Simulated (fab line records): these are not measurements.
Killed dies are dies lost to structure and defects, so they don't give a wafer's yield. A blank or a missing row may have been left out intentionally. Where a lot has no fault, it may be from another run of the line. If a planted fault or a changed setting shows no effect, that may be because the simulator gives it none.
Chamber matching | flow n5-finfet | cvd-co-01 running N5_BEOL_M0_PRE_CLEAN_131: 3 sister chambers
The step time 15 s. 6 wafers are shown with their chamber, then 12 later ones without.

WAFERS, EACH WITH ITS CHAMBER
wafer  | chamber | heater-power-w (W)
L080.5 | 1       | 74
L086.1 | 2       | 65
L086.6 | 1       | 75
L088.1 | 0       | 65
L088.4 | 2       | 64
L088.5 | 0       | 67

WAFERS MISSING THEIR CHAMBER
wafer  | heater-power-w (W)
L089.1 | 66
L089.4 | 64
L089.6 | 74
L092.1 | 67
L092.2 | 75
L092.5 | 66
L094.2 | 75
L094.3 | 66
L094.6 | 75
L096.4 | 72
L096.5 | 68
L096.6 | 65

EACH ONE'S CHAMBER
wafer  | from the rows above     | in truth
L089.1 | can't be placed: 0 or 2 | 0
L089.4 | can't be placed: 2 or 0 | 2
L089.6 | 1                       | 1
L092.1 | can't be placed: 0 or 2 | 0
L092.2 | 1                       | 1
L092.5 | can't be placed: 0 or 2 | 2
L094.2 | 1                       | 1
L094.3 | can't be placed: 0 or 2 | 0
L094.6 | 1                       | 1
L096.4 | 1                       | 1
L096.5 | can't be placed: 0 or 2 | 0
L096.6 | can't be placed: 2 or 0 | 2
Placed correctly: 5 of 12. These rows do not allow placing 7 (true chamber among the candidates in 7). Wrongly placed: 0.
How it was worked out, from the rows above alone: a wafer's distance from a chamber is the root of the sum, over the readings, of the square of ((its reading less the chamber's mean) divided by the reading's scatter). If the next closest chamber is less than 2 further off than the closest, the wafer can't be placed; otherwise it belongs to the closest. A chamber's mean is the mean of its shown wafers. How the scatter is found: for the shown wafers, subtract from each reading the mean of its chamber, square and add these, divide the total by (wafers less chambers), then take the root.
